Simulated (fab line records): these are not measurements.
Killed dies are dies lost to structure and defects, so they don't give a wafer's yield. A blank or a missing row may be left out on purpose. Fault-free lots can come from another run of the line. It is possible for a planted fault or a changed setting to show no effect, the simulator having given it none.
Comparing a struck lot with a sound one / flow n5_finfet / 33 steps out of a route of 1938
Sound: the wafers L901.3, L901.4, L901.5. Struck: wafer L919.5. (L919.4, L919.6 of the same lot were not struck and are left out.) The cause comes at the end.
Each step with rows lists, per side, the tool, then ch with its chambers, then its first start. Under that, the readings that differ: sound wafers / struck wafers / difference of the means / sigmas: that difference in standard deviations of wafers without a fault.
alike: readings whose means differ by less than 2 such deviations, and words and numbers that are the same on both sides. not compared: withheld readings, readings that some wafer has no value for, bounds like >300 that may hide the same value, and numbers for which the record gives no deviation and whose values overlap.
The two part at a step that has a row with sigmas, a row that says differs or no value, or rows on one side only. Numbers that have no deviation but don't overlap get no sigmas and don't part them. A reading missing from all wafers of one side parts the sides only when that side holds two or more wafers.

N5_BEOL_M6_CD_MEAS_28: target cd 40 nm.
  sound on cd_sem-03 ch 0, day 9 01:48; struck on cd_sem-01 ch 0, day 14 19:26
  alike: cd_nm
N5_BEOL_M6_OVL_MEAS_29:
  sound on overlay-01 ch 0, day 9 01:50; struck on overlay-02 ch 0, day 14 19:29
  alike: V5_OVL
N5_BEOL_M6_INSPECT_30: inspects for defects (brightfield).
  struck on defect_inspect-01, day 14 19:32; sound on defect_inspect-01, day 9 01:53
  alike: raw_defect_count
then, 1 step without rows for these wafers: N5_BEOL_M6_DESCUM_33 (chemistry O2, time 7 s).
N5_BEOL_M6_ETCH_72: etches underlayer in N2/H2, target depth 6.5 nm, time 5.2 s.
  sound on rie_diel-04 ch 0,1,3, day 9 01:58; struck on rie_diel-03 ch 3, day 14 19:36
  alike: bias_w, drypump_motor_current_A, etch_rf_on_time_s, oes_product_au, rf_vpp_V, showerhead_plenum_p_Torr, throttle_valve_pct
  not compared: rf_hours_counter_h
then, 6 steps without rows for these wafers: N5_BEOL_M6_ETCH_65 (etches SiARC in CF4, target depth 15.6 nm, time 26 s); N5_BEOL_M6_ETCH_66 (etches SOC in N2/H2, target depth 80 nm, overetch 16 nm, time 120 s); N5_BEOL_M6_STRIP_69 (strips in N2/H2); N5_BEOL_M6_STRIP_73 (strips in N2/H2); N5_BEOL_M6_VIA_ETCH_34 (etches SiCOH lowk in C4F6/O2, target depth 126.3 nm, time 50.9 s); N5_BEOL_M6_STRIP_76 (strips in C4F6/O2).
N5_BEOL_M6_STRIP_36: strips in N2/H2.
  sound on rie_diel-04 ch 0,1,3, day 9 02:09; struck on rie_diel-03 ch 3, day 14 19:47
  alike: bias_power_w, drypump_motor_current_A, oes_product_au, rf_vpp_V, showerhead_plenum_p_Torr, throttle_valve_pct
  not compared: rf_hours_counter_h
N5_BEOL_M6_TRENCH_ETCH_37: etches SiCOH lowk in C4F6/O2, target depth 94.435 nm, time 31.5 s.
  sound on rie_diel-04 ch 0,1,3, day 9 02:11; struck on rie_diel-03 ch 3, day 14 19:50
reading=bias_w (W); sound=185.5 185.2 184.8; struck=160.2; difference=-25.0; sigmas=-44
reading=rf_vpp_V (V); sound=664 665 650; struck=565; difference=-95; sigmas=-9
reading=model.BEOL_M6.feature_depth_nm (nm); sound=94.4 94 92.4; struck=91.4; difference=-2.2; sigmas=
reading=model.etch.depth_nm (nm); sound=94.33 94.05 92.41; struck=91.45; difference=-2.15; sigmas=
  alike: drypump_motor_current_A, oes_product_au, showerhead_plenum_p_Torr, throttle_valve_pct
  not compared: rf_hours_counter_h
then, 1 step without rows for these wafers: N5_BEOL_M6_ETCH_41 (etches SiCN in CH3F/O2, target depth 29.7 nm, time 52 s).
N5_BEOL_M6_STRIP_80: strips in N2/H2, time 10 s.
  sound on rie_diel-04 ch 0,1,3; struck on rie_diel-03 ch 3
reading=bias_power_w (W); sound=7.009 6.986 6.977; struck=7.038; difference=+0.047; sigmas=+2
reading=rf_vpp_V (V); sound=60.5 58.2 58.7; struck=56.8; difference=-2.3; sigmas=-2
  alike: drypump_motor_current_A, oes_product_au, showerhead_plenum_p_Torr, throttle_valve_pct
  not compared: rf_hours_counter_h
N5_BEOL_M6_OCD_MEAS_38:
  struck on ocd-02, day 14 19:59; sound on ocd-01, day 9 02:21
  alike: trench_depth_nm
then, 4 steps without rows for these wafers: N5_BEOL_M6_HM_STRIP_39 (strips TiN in peroxide tin strip, target depth 25 nm, time 158 s); N5_BEOL_M6_SRD_40 (time 30 s); N5_BEOL_M6_PRECLEAN_42 (cleans in residue remover, time 60 s); N5_BEOL_M6_SRD_43 (time 30 s).
N5_BEOL_M6_CD_MEAS_35: target cd 40 nm, target cd y 28 nm.
  struck on cd_sem-01, day 14 20:26; sound on cd_sem-02, day 9 02:30
  alike: cd_nm
then, 2 steps without rows for these wafers: N5_BEOL_M6_CURE_75 (cures SiCOH lowk, time 120 s); N5_BEOL_M6_DEGAS_44 (time 60 s).
N5_BEOL_M6_PRE_CLEAN_45: time 30 s.
  struck on pvd_sputter-03, day 14 20:59; sound on pvd_sputter-01, day 9 03:16
  alike: heater_power_w
then, 1 step without rows for these wafers: N5_BEOL_M6_ALD_77 (deposits TaN, target thk 2 nm, pulse time 2 s, purge time 3 s).
N5_BEOL_M6_SURFACE_TREAT_79:
  struck on pvd_sputter-01, day 14 21:38; sound on pvd_sputter-02, day 9 03:58
  not compared: throttle_valve_pct
then, 4 steps without rows for these wafers: N5_BEOL_M6_CVD_78 (deposits Co from CCTBA/H2, target thk 2 nm, time 142.3 s); N5_BEOL_M6_SPUTTER_48 (material Cu, target thk 10 nm, time 1.667 s); N5_BEOL_M6_ECD_50 (material Cu, target thk 300 nm); N5_BEOL_M6_ANNEAL_51 (time 90 s).
N5_BEOL_M6_CMP_52: polishes, stops on SiCOH lowk, t overpolish 6.9 s, target thk 80 nm.
  sound on cmp-02 ch 0,2,3, day 9 04:56; struck on cmp-04 ch 2, day 14 22:24
  alike: barrier_field_endpoint_s, motor_current_A, overpolish_run_s, platen_rpm, time_to_endpoint_s
  not compared: model.Cu_of_BEOL_M6_ECD_50.thk_nm
N5_BEOL_M6_THK_MEAS_53: measures by xrf.
  struck on film_metro-01, day 14 22:40; sound on film_metro-02, day 9 05:09
  alike: M6_THK
-- here the record skips 4 days between the struck wafers' starts before and after, leaving off in module BEOL_M6 and picking up in module PASSIVATION (first step shown: number 1936 of the route) --
N5_PASSIVATION_PROBE_49:
  struck on prober-02, day 18 12:20; sound on prober-01, day 12 09:46
  alike: defect_limited_yield, killed_at_M0_to_M3, killed_at_M4_up, killed_at_contacts, killed_at_front_end, killed_at_other, killed_dies, killed_open, killed_short, sort_bin_5_function, sort_bin_6_memory, sort_n_pass, sort_yield_pct

WHERE THEY PART
At N5_BEOL_M6_TRENCH_ETCH_37 first; at N5_BEOL_M6_STRIP_80 last (within this record only). Later steps at which nothing parts them and some readings are alike: N5_BEOL_M6_OCD_MEAS_38, N5_BEOL_M6_CD_MEAS_35, N5_BEOL_M6_PRE_CLEAN_45, N5_BEOL_M6_CMP_52, N5_BEOL_M6_THK_MEAS_53, N5_PASSIVATION_PROBE_49.

WHY: what the simulator had put in
rie_diel-03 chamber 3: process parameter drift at N5_BEOL_M6_TRENCH_ETCH_37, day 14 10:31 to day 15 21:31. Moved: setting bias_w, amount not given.
